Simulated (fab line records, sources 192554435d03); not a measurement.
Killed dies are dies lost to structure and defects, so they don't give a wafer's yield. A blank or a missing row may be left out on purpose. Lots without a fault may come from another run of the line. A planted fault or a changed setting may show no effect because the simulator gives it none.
Chamber matching | flow n5_finfet | N5_BEOL_M3_ETCH_64 on rie_diel-03: 4 sister chambers
The step etches SOC in N2/H2, target depth 75 nm, overetch 15 nm, time 112.5 s. 8 wafers are shown with their chamber, then 12 later ones without.

WAFERS WITH THEIR CHAMBER
wafer  | chamber | drypump_motor_current_A (A) | showerhead_plenum_p_Torr (Torr)
L080.6 | 1       | 5.6                         | 2.54
L083.2 | 2       | 5.2                         | 2.64
L084.1 | 3       | 5.8                         | 2.43
L084.5 | 0       | 5.7                         | 2.35
L084.6 | 3       | 5.7                         | 2.43
L088.1 | 0       | 5.7                         | 2.35
L088.2 | 1       | 5.6                         | 2.53
L088.3 | 2       | 5.2                         | 2.64

WAFERS WITHOUT THEIR CHAMBER
wafer  | drypump_motor_current_A (A) | showerhead_plenum_p_Torr (Torr)
L091.1 | 5.2                         | 2.63
L091.3 | 5.7                         | 2.43
L091.4 | 5.7                         | 2.35
L094.2 | 5.7                         | 2.34
L094.3 | 5.6                         | 2.52
L094.6 | 5.6                         | 2.52
L096.1 | 5.7                         | 2.43
L096.3 | 5.5                         | 2.52
L096.4 | 5.1                         | 2.63
L097.1 | 5.6                         | 2.52
L097.2 | 5.7                         | 2.42
L097.5 | 5.7                         | 2.42

WHICH CHAMBER EACH WENT THROUGH
wafer  | from the rows above | in truth
L091.1 | 2                   | 2
L091.3 | 3                   | 3
L091.4 | 0                   | 0
L094.2 | 0                   | 0
L094.3 | 1                   | 1
L094.6 | 1                   | 1
L096.1 | 3                   | 3
L096.3 | 1                   | 1
L096.4 | 2                   | 2
L097.1 | 1                   | 1
L097.2 | 3                   | 3
L097.5 | 3                   | 3
Placed correctly: 12 of 12. Can't be placed from these rows: 0. Placed wrongly: 0.
How it was worked out, from the rows above alone: a wafer's distance from a chamber is the root of the sum, over the readings, of the square of ((its reading less the chamber's mean) divided by the reading's scatter). The wafer belongs to the nearest chamber; if the next one is less than 2 further off, it can't be placed. A chamber's mean is the mean of its shown wafers. The scatter: the root of (the sum of the squares of (reading less its chamber's mean) over the shown wafers, divided by (wafers less chambers)).
